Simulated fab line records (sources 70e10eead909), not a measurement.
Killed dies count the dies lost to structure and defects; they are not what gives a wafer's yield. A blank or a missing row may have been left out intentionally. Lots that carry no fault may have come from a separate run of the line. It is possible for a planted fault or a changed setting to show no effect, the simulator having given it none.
Matching of chambers / flow nand harc / 4 sister chambers for NHARC_A_STAIRCASE_TRIM_196 on rie diel-01
The step chemistry O2, time 211.2 s. 22 wafers are shown with their chamber, then 11 later ones without.

== WAFERS PAIRED WITH THEIR CHAMBERS ==
wafer=L076.1; chamber=1; drypump motor current A (A)=5.1; showerhead plenum p Torr (Torr)=3.36; oes product au (a.u.)=1.011
wafer=L076.5; chamber=2; drypump motor current A (A)=6.0; showerhead plenum p Torr (Torr)=3.63; oes product au (a.u.)=0.992
wafer=L076.6; chamber=1; drypump motor current A (A)=5.1; showerhead plenum p Torr (Torr)=3.36; oes product au (a.u.)=1.013
wafer=L075.3; chamber=1; drypump motor current A (A)=5.1; showerhead plenum p Torr (Torr)=3.36; oes product au (a.u.)=1.004
wafer=L075.4; chamber=3; drypump motor current A (A)=5.4; showerhead plenum p Torr (Torr)=3.48; oes product au (a.u.)=0.986
wafer=L075.6; chamber=2; drypump motor current A (A)=6.0; showerhead plenum p Torr (Torr)=3.63; oes product au (a.u.)=0.992
wafer=L079.1; chamber=0; drypump motor current A (A)=6.7; showerhead plenum p Torr (Torr)=3.31; oes product au (a.u.)=1.011
wafer=L079.2; chamber=3; drypump motor current A (A)=5.3; showerhead plenum p Torr (Torr)=3.48; oes product au (a.u.)=0.993
wafer=L079.6; chamber=3; drypump motor current A (A)=5.4; showerhead plenum p Torr (Torr)=3.48; oes product au (a.u.)=0.986
wafer=L078.1; chamber=1; drypump motor current A (A)=5.1; showerhead plenum p Torr (Torr)=3.35; oes product au (a.u.)=1.009
wafer=L078.2; chamber=0; drypump motor current A (A)=6.7; showerhead plenum p Torr (Torr)=3.31; oes product au (a.u.)=1.012
wafer=L078.4; chamber=3; drypump motor current A (A)=5.4; showerhead plenum p Torr (Torr)=3.48; oes product au (a.u.)=0.987
wafer=L078.3; chamber=2; drypump motor current A (A)=6.0; showerhead plenum p Torr (Torr)=3.62; oes product au (a.u.)=0.992
wafer=L078.5; chamber=1; drypump motor current A (A)=5.1; showerhead plenum p Torr (Torr)=3.35; oes product au (a.u.)=1.013
wafer=L078.6; chamber=0; drypump motor current A (A)=6.8; showerhead plenum p Torr (Torr)=3.31; oes product au (a.u.)=1.001
wafer=L088.2; chamber=0; drypump motor current A (A)=6.7; showerhead plenum p Torr (Torr)=3.30; oes product au (a.u.)=1.005
wafer=L088.3; chamber=3; drypump motor current A (A)=5.4; showerhead plenum p Torr (Torr)=3.47; oes product au (a.u.)=0.994
wafer=L088.6; chamber=1; drypump motor current A (A)=5.1; showerhead plenum p Torr (Torr)=3.34; oes product au (a.u.)=1.010
wafer=L089.2; chamber=3; drypump motor current A (A)=5.4; showerhead plenum p Torr (Torr)=3.47; oes product au (a.u.)=0.983
wafer=L089.3; chamber=2; drypump motor current A (A)=6.0; showerhead plenum p Torr (Torr)=3.61; oes product au (a.u.)=1.002
wafer=L089.4; chamber=0; drypump motor current A (A)=6.7; showerhead plenum p Torr (Torr)=3.30; oes product au (a.u.)=1.008
wafer=L089.1; chamber=1; drypump motor current A (A)=5.1; showerhead plenum p Torr (Torr)=3.34; oes product au (a.u.)=0.999

SIGNATURES (averages over the wafers above)
reading=drypump motor current A; chamber 0=6.720; chamber 1=5.100; chamber 2=6.000; chamber 3=5.383; scatter within a chamber=0.0301
reading=showerhead plenum p Torr; chamber 0=3.3060; chamber 1=3.3514; chamber 2=3.6225; chamber 3=3.4767; scatter within a chamber=0.00751
reading=oes product au; chamber 0=1.00740; chamber 1=1.00843; chamber 2=0.99450; chamber 3=0.98817; scatter within a chamber=0.00478
Rule: for a wafer and a chamber, the distance is found by dividing, reading by reading, the gap between the wafer's reading and the chamber's mean by the reading's scatter, squaring, summing and taking the root. If the next closest chamber is less than 2 further off than the closest, the wafer can't be placed; otherwise it belongs to the closest. The scatter: the root of (the sum of the squares of (reading less its chamber's mean) over the shown wafers, divided by (wafers less chambers)).

== WAFERS WITHOUT THEIR CHAMBER ==
wafer=L089.5; drypump motor current A (A)=5.4; showerhead plenum p Torr (Torr)=3.47; oes product au (a.u.)=0.984
wafer=L089.6; drypump motor current A (A)=6.7; showerhead plenum p Torr (Torr)=3.30; oes product au (a.u.)=1.003
wafer=L091.1; drypump motor current A (A)=5.1; showerhead plenum p Torr (Torr)=3.34; oes product au (a.u.)=0.999
wafer=L091.3; drypump motor current A (A)=5.4; showerhead plenum p Torr (Torr)=3.46; oes product au (a.u.)=0.998
wafer=L091.4; drypump motor current A (A)=6.0; showerhead plenum p Torr (Torr)=3.61; oes product au (a.u.)=1.002
wafer=L095.1; drypump motor current A (A)=6.0; showerhead plenum p Torr (Torr)=3.60; oes product au (a.u.)=1.001
wafer=L095.2; drypump motor current A (A)=6.7; showerhead plenum p Torr (Torr)=3.29; oes product au (a.u.)=1.014
wafer=L095.4; drypump motor current A (A)=5.4; showerhead plenum p Torr (Torr)=3.46; oes product au (a.u.)=0.997
wafer=L096.3; drypump motor current A (A)=6.7; showerhead plenum p Torr (Torr)=3.29; oes product au (a.u.)=1.006
wafer=L096.4; drypump motor current A (A)=5.1; showerhead plenum p Torr (Torr)=3.33; oes product au (a.u.)=0.992
wafer=L096.6; drypump motor current A (A)=6.0; showerhead plenum p Torr (Torr)=3.60; oes product au (a.u.)=0.998

== EACH ONE'S CHAMBER ==
wafer=L089.5; from the rows above=3; in truth=3
wafer=L089.6; from the rows above=0; in truth=0
wafer=L091.1; from the rows above=1; in truth=1
wafer=L091.3; from the rows above=3; in truth=3
wafer=L091.4; from the rows above=2; in truth=2
wafer=L095.1; from the rows above=2; in truth=2
wafer=L095.2; from the rows above=0; in truth=0
wafer=L095.4; from the rows above=3; in truth=3
wafer=L096.3; from the rows above=0; in truth=0
wafer=L096.4; from the rows above=1; in truth=1
wafer=L096.6; from the rows above=2; in truth=2
Placed correctly: 11 of 11. From these rows, 0 cannot be placed. Wrongly placed: 0.
